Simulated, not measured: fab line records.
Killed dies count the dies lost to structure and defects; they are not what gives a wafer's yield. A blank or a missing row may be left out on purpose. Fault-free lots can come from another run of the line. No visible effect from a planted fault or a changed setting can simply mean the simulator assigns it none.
Lot-split experiment :: flow n5_finfet :: 21 wafers read across 7 lots, on a route 1938 steps long

## SPLIT DETAILS
At N5_MOL_CONTACT_COAG_ETCH_91 (etches SOC in N2/H2, target depth 60 nm, overetch 21 nm, time 101.2 s), the setting source_w was moved away from the recipe's 840 W on 7 of the 21 wafers read, by -16.6% to +14.8%. The other wafers ran this setting at the recipe's value.

The reading is taken at the split's own step.

## THE READING
rf_vpp_V, in V, at N5_MOL_CONTACT_COAG_ETCH_91 (etches SOC in N2/H2, target depth 60 nm, overetch 21 nm, time 101.2 s). A value of 524.2 V with a standard deviation of 2.9 V is what fault-free wafers of this fab line usually give.

wafer: L077.2
tool, chamber at the split: rie_diel-01, 1
source_w as run, W: 840
against the recipe: recipe
rf_vpp_V, V: 524.5
against lot-mates on the recipe: -

wafer: L077.3
tool, chamber at the split: rie_diel-01, 0
source_w as run, W: 840
against the recipe: recipe
rf_vpp_V, V: 522.8
against lot-mates on the recipe: -

wafer: L077.5
tool, chamber at the split: rie_diel-01, 2
source_w as run, W: 775.4
against the recipe: -7.7%
rf_vpp_V, V: 543.2
against lot-mates on the recipe: +19.6

wafer: L080.2
tool, chamber at the split: rie_diel-01, 1
source_w as run, W: 840
against the recipe: recipe
rf_vpp_V, V: 523.1
against lot-mates on the recipe: -

wafer: L080.4
tool, chamber at the split: rie_diel-01, 0
source_w as run, W: 840
against the recipe: recipe
rf_vpp_V, V: 523.4
against lot-mates on the recipe: -

wafer: L080.6
tool, chamber at the split: rie_diel-01, 3
source_w as run, W: 840
against the recipe: recipe
rf_vpp_V, V: 527.9
against lot-mates on the recipe: -

wafer: L083.3
tool, chamber at the split: rie_diel-01, 3
source_w as run, W: 964.5
against the recipe: +14.8%
rf_vpp_V, V: 504.5
against lot-mates on the recipe: no lot-mate on the recipe

wafer: L083.5
tool, chamber at the split: rie_diel-01, 3
source_w as run, W: 964.5
against the recipe: +14.8%
rf_vpp_V, V: 504.8
against lot-mates on the recipe: no lot-mate on the recipe

wafer: L083.6
tool, chamber at the split: rie_diel-01, 0
source_w as run, W: 964.5
against the recipe: +14.8%
rf_vpp_V, V: 500.3
against lot-mates on the recipe: no lot-mate on the recipe

wafer: L090.1
tool, chamber at the split: rie_diel-04, 2
source_w as run, W: 840
against the recipe: recipe
rf_vpp_V, V: 521.9
against lot-mates on the recipe: -

wafer: L090.3
tool, chamber at the split: rie_diel-04, 0
source_w as run, W: 840
against the recipe: recipe
rf_vpp_V, V: 526.8
against lot-mates on the recipe: -

wafer: L090.6
tool, chamber at the split: rie_diel-04, 0
source_w as run, W: 840
against the recipe: recipe
rf_vpp_V, V: 529.6
against lot-mates on the recipe: -

wafer: L095.1
tool, chamber at the split: rie_diel-02, 1
source_w as run, W: 840
against the recipe: recipe
rf_vpp_V, V: 521.8
against lot-mates on the recipe: -

wafer: L095.2
tool, chamber at the split: rie_diel-02, 0
source_w as run, W: 840
against the recipe: recipe
rf_vpp_V, V: 523.0
against lot-mates on the recipe: -

wafer: L095.5
tool, chamber at the split: rie_diel-02, 0
source_w as run, W: 840
against the recipe: recipe
rf_vpp_V, V: 524.3
against lot-mates on the recipe: -

wafer: L096.2
tool, chamber at the split: rie_diel-01, 3
source_w as run, W: 765
against the recipe: -8.9%
rf_vpp_V, V: 543.3
against lot-mates on the recipe: +15.7

wafer: L096.3
tool, chamber at the split: rie_diel-01, 2
source_w as run, W: 840
against the recipe: recipe
rf_vpp_V, V: 527.6
against lot-mates on the recipe: -

wafer: L096.6
tool, chamber at the split: rie_diel-01, 1
source_w as run, W: 765
against the recipe: -8.9%
rf_vpp_V, V: 537.1
against lot-mates on the recipe: +9.5

wafer: L097.1
tool, chamber at the split: rie_diel-02, 2
source_w as run, W: 700.5
against the recipe: -16.6%
rf_vpp_V, V: 552.5
against lot-mates on the recipe: +30.4

wafer: L097.2
tool, chamber at the split: rie_diel-02, 0
source_w as run, W: 840
against the recipe: recipe
rf_vpp_V, V: 523.3
against lot-mates on the recipe: -

wafer: L097.3
tool, chamber at the split: rie_diel-02, 1
source_w as run, W: 840
against the recipe: recipe
rf_vpp_V, V: 520.9
against lot-mates on the recipe: -

THE FIT
A straight line over all 21 wafers: rf_vpp_V changes by -1.59 V for each +1% of source_w; r = -0.97; the points scatter about the line by 3 V.
The same after taking each lot's own level away (the mean of its wafers on the recipe; 18 wafers): -1.78 V for each +1%; r = -0.95; scatter 2.8 V.
Per that fit: largest source_w move, reading shift of 30 V.
The lots' own levels span 522.10 to 527.60 V, that is 1.9 times the standard deviation above.
So the slope is not independent of the lot-to-lot level: the two fits are not the same.
Check: for one of the wafers moved furthest among these (-16.6%), held out of the fit, the line's prediction against its lot-mates is +28.5 V. Against them it came out at +30.4 V.
Tool readings at the split's step, against how far the setting was moved: rf_vpp_V r = -0.97.

## OTHER SPLITS APPLIED TO THESE WAFERS
Other splits were also applied to these wafers ahead of the reading. Each is held against what the fit with the lots' levels taken away leaves over:
other split on the same wafers: N5_GATE_CUT_COAT_07 spin_rpm
wafers away from the commonest value: 9
r with rf_vpp_V (lot level and that fit taken away): -0.07

other split on the same wafers: N5_GATE_CUT_DESCUM_18 time_s
wafers away from the commonest value: 9
r with rf_vpp_V (lot level and that fit taken away): +0.03

other split on the same wafers: N5_MOL_CONTACT_COAG_ALD_27 ald_cycles
wafers away from the commonest value: 7
r with rf_vpp_V (lot level and that fit taken away): -0.11

other split on the same wafers: N5_MOL_CONTACT_COAG_EXPOSE_81 dose_mj
wafers away from the commonest value: 5
r with rf_vpp_V (lot level and that fit taken away): +0.07

## FILE'S OWN FIT
rf_vpp_V changes by -1.85 V for each +1% of source_w, r = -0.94.
